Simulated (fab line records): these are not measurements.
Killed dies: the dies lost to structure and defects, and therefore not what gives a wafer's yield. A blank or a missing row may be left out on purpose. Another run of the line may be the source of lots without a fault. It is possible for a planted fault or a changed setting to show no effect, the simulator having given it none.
Which tool did it?	flow nand-harc	14 lots, 40 wafers sampled, at 4 steps of a route of 1302

== WHAT THE GAUGES READ, wafer by wafer ==
The record lacks any reading of a measuring or inspecting step that a usual standard deviation could be used to judge.

== TOOL THAT RAN EACH LOT (tool first, then ch and the chambers of the sampled wafers, then the start) ==
lot	NHARC_A_CHANNEL_HOLE_D2_ETCH_34	NHARC_A_CHANNEL_HOLE_D2_ETCH_19	NHARC_A_CHANNEL_FILL_D2_ETCHBACK_19	NHARC_A_CHANNEL_FILL_D2_STRIP_29
L439	rie-diel-12 ch 2,3, day 13 07:55 or earlier	har-etch-02 ch 0,1, day 13 07:55	rie-si-01 ch 0,2,3, day 14 15:44	rie-diel-04 ch 1,2,3, no start
L440	rie-diel-12 ch 1,2,3, day 13 17:34 or earlier	har-etch-01 ch 0,1, day 13 17:34	rie-si-02 ch 1,2,3, day 14 23:28	rie-diel-08 ch 0,1,2, no start
L443	rie-diel-02 ch 1,2, day 14 16:46 or earlier	har-etch-01 ch 0,1, day 14 16:46	rie-si-06 ch 1,2,3, day 15 22:49	rie-diel-04 ch 0,1, no start
L444	rie-diel-07 ch 0,2,3, day 15 16:50 or earlier	har-etch-02 ch 0,1, day 15 16:50	rie-si-06 ch 0,1,2, day 16 22:56	rie-diel-04 ch 1,2, no start
L445	rie-diel-02 ch 1,2, day 16 03:06 or earlier	har-etch-02 ch 0,1, day 16 03:06	rie-si-02 ch 1,3, day 17 09:11	rie-diel-04 ch 1,3, no start
L449	rie-diel-02 ch 0,2,3, day 16 20:04 or earlier	har-etch-01 ch 0,1, day 16 20:04	rie-si-01 ch 2,3, day 18 04:52	rie-diel-08 ch 1,2, no start
L447	rie-diel-02 ch 1,2,3, day 17 00:14 or earlier	har-etch-01 ch 0,1, day 17 00:14	rie-si-06 ch 1,2,3, day 18 04:52	rie-diel-03 ch 0,1,3, no start
L450	rie-diel-07 ch 1,2,3, day 17 22:19 or earlier	har-etch-02 ch 0, day 17 22:19	rie-si-01 ch 0,3, day 19 04:46	rie-diel-08 ch 0,3, no start
L451	rie-diel-12 ch 0,2, day 17 22:29 or earlier	har-etch-01 ch 0,1, day 17 22:29	rie-si-06 ch 1,3, day 19 04:47	rie-diel-03 ch 1,3, no start
L452	rie-diel-02 ch 0,1, day 18 20:14 or earlier	har-etch-02 ch 0, day 18 20:14	rie-si-06 ch 0,3, day 20 02:55	rie-diel-03 ch 1, no start
L458	rie-diel-12 ch 1,2, day 21 16:44 or earlier	har-etch-02 ch 1, day 21 16:44	rie-si-06 ch 0,1,3, day 22 23:18	rie-diel-03 ch 0,2,3, no start
L460	rie-diel-02 ch 1,2,3, day 21 20:54 or earlier	har-etch-02 ch 0,1, day 21 20:54	rie-si-01 ch 0,2,3, day 23 03:10	rie-diel-04 ch 2,3, no start
L461	rie-diel-07 ch 0,2,3, day 22 14:06 or earlier	har-etch-01 ch 0,1, day 22 14:06	rie-si-02 ch 0,2,3, day 23 19:59	rie-diel-08 ch 0,1,3, no start
L462	rie-diel-12 ch 0,1,3, day 23 03:58 or earlier	har-etch-01 ch 0,1, day 23 03:58	rie-si-01 ch 0,1,3, day 24 12:49	rie-diel-08 ch 1,3, no start
- NHARC_A_CHANNEL_HOLE_D2_ETCH_34: etches the open film in CF4/CHF3, target depth 154 nm, time 77 s.
- NHARC_A_CHANNEL_HOLE_D2_ETCH_19: etches the open film in C4F8/O2/Ar, time 34.5 s.
- NHARC_A_CHANNEL_FILL_D2_ETCHBACK_19: etches the open film in HBr/Cl2, target depth 5 nm, time 1.7 s.
- NHARC_A_CHANNEL_FILL_D2_STRIP_29: strips in O2, time 20 s.

== WHAT THE TOOLS THEMSELVES READ (means of the sampled wafers that have a number; where no wafer has one, the mark that the record gives instead) ==
NHARC_A_CHANNEL_HOLE_D2_ETCH_34.
lot	tool	drypump-motor-current-A (A)	oes-product-au (a.u.)	rf-vpp-V (V)	showerhead-plenum-p-Torr (Torr)	throttle-valve-pct (%)
L439	rie-diel-12	4.9	0.958	370.8	1.58	16.798
L440	rie-diel-12	5.2	0.958	371.7	1.59	16.800
L443	rie-diel-02	5.7	0.941	367.6	1.50	16.803
L444	rie-diel-07	5.6	0.960	368.0	1.52	16.804
L445	rie-diel-02	5.8	0.971	367.4	1.49	16.808
L449	rie-diel-02	5.7	0.919	369.8	1.53	16.794
L447	rie-diel-02	5.7	0.947	368.4	1.50	16.799
L450	rie-diel-07	6.0	0.911	369.1	1.57	16.810
L451	rie-diel-12	5.0	0.974	373.8	1.65	16.799
L452	rie-diel-02	5.7	0.966	371.6	1.59	16.797
L458	rie-diel-12	5.5	0.957	371.3	1.59	16.802
L460	rie-diel-02	5.7	0.966	368.7	1.50	16.806
L461	rie-diel-07	5.6	0.958	368.5	1.51	16.797
L462	rie-diel-12	5.5	0.914	371.5	1.60	16.800

NHARC_A_CHANNEL_HOLE_D2_ETCH_19.
lot	tool	bias-v (V)	drypump-motor-current-A (A)	showerhead-plenum-p-Torr (Torr)	throttle-valve-pct (%)
L439	har-etch-02	1204	5.4	3.78	37.034
L440	har-etch-01	1194	5.7	3.69	37.052
L443	har-etch-01	1196	5.6	3.69	37.033
L444	har-etch-02	1198	5.4	3.76	37.038
L445	har-etch-02	1198	5.4	3.76	37.040
L449	har-etch-01	1198	5.6	3.67	37.042
L447	har-etch-01	1191	5.1	3.69	37.039
L450	har-etch-02	1198	5.5	3.75	37.037
L451	har-etch-01	1197	5.4	3.67	37.040
L452	har-etch-02	1198	5.5	3.74	37.031
L458	har-etch-02	1179	5.2	3.72	37.032
L460	har-etch-02	1185	5.3	3.72	37.034
L461	har-etch-01	1206	5.2	3.64	37.037
L462	har-etch-01	1201	5.2	3.64	37.043

NHARC_A_CHANNEL_FILL_D2_ETCHBACK_19.
lot	tool	drypump-motor-current-A (A)	hbr-flow-sccm (sccm)	oes-product-au (a.u.)	throttle-valve-pct (%)
L439	rie-si-01	6.0	149.9	1.000	26.415
L440	rie-si-02	5.6	150.2	0.990	26.406
L443	rie-si-06	5.8	149.8	0.993	26.405
L444	rie-si-06	5.6	149.8	1.000	26.407
L445	rie-si-02	5.7	149.8	0.996	26.414
L449	rie-si-01	6.2	149.5	0.990	26.396
L447	rie-si-06	5.7	149.7	0.993	26.415
L450	rie-si-01	5.5	150.0	1.004	26.406
L451	rie-si-06	5.5	150.5	0.863	26.392
L452	rie-si-06	5.8	150.6	0.850	26.413
L458	rie-si-06	5.5	150.0	1.006	26.400
L460	rie-si-01	5.9	149.7	1.001	26.398
L461	rie-si-02	5.5	149.8	1.000	26.412
L462	rie-si-01	5.4	150.0	1.003	26.409

NHARC_A_CHANNEL_FILL_D2_STRIP_29.
lot	tool	drypump-motor-current-A (A)	oes-product-au (a.u.)	rf-vpp-V (V)	showerhead-plenum-p-Torr (Torr)	throttle-valve-pct (%)
L439	rie-diel-04	6.2	0.999	57.8	3.62	17.042
L440	rie-diel-08	5.6	1.003	57.5	3.56	17.041
L443	rie-diel-04	5.9	0.996	58.2	3.62	17.040
L444	rie-diel-04	6.1	1.001	57.0	3.69	17.042
L445	rie-diel-04	6.3	0.998	58.1	3.56	17.035
L449	rie-diel-08	5.6	0.996	58.9	3.66	17.034
L447	rie-diel-03	5.5	0.988	57.9	3.54	17.031
L450	rie-diel-08	6.4	1.003	57.1	3.40	17.026
L451	rie-diel-03	5.5	0.996	57.5	3.46	17.025
L452	rie-diel-03	5.3	1.004	57.5	3.28	17.035
L458	rie-diel-03	5.5	1.000	58.1	3.67	17.046
L460	rie-diel-04	6.0	0.991	58.5	3.63	17.033
L461	rie-diel-08	6.2	1.005	57.2	3.47	17.036
L462	rie-diel-08	6.4	1.004	58.0	3.50	17.029

== THE ANSWER, worked out from the rows above alone ==
Rule: what is usual is taken from the lots themselves. The widest of any qualifying gaps counts: lots, ordered by their means at a reading, are off when they make up no more than a third of the lots, leave a main group of 4 or more, and stand apart from it by 3 or more times the standard deviation of that group's means. A main group is skipped when, at the precision printed for the reading in the tables above, its means are all equal. A lot without any number at a reading at which 4 lots or more have one is off too. All remaining lots with rows at the step are treated as sound. After the gauges, taken in route order, come the tools' own readings; for these a lot's mean is taken, as printed above. At the first step where some lot is off, the reading lying furthest off is the one used; lots without a number count as furthest.
Off, at NHARC_A_CHANNEL_FILL_D2_ETCHBACK_19 on oes-product-au: L451, L452. For the main group the mean is 0.998 a.u. and the standard deviation 0.0052.
If a tool, at that step or one of the process steps before it, ran each lot that is off and ran no sound lot following the first of them, it fits. Because NHARC_A_CHANNEL_HOLE_D2_ETCH_34 lacks a start for some lots, the hours and order of its lots are taken from NHARC_A_CHANNEL_HOLE_D2_ETCH_19. No candidate that was tried fits.

== WHAT THE SIMULATOR HAD PUT IN ==
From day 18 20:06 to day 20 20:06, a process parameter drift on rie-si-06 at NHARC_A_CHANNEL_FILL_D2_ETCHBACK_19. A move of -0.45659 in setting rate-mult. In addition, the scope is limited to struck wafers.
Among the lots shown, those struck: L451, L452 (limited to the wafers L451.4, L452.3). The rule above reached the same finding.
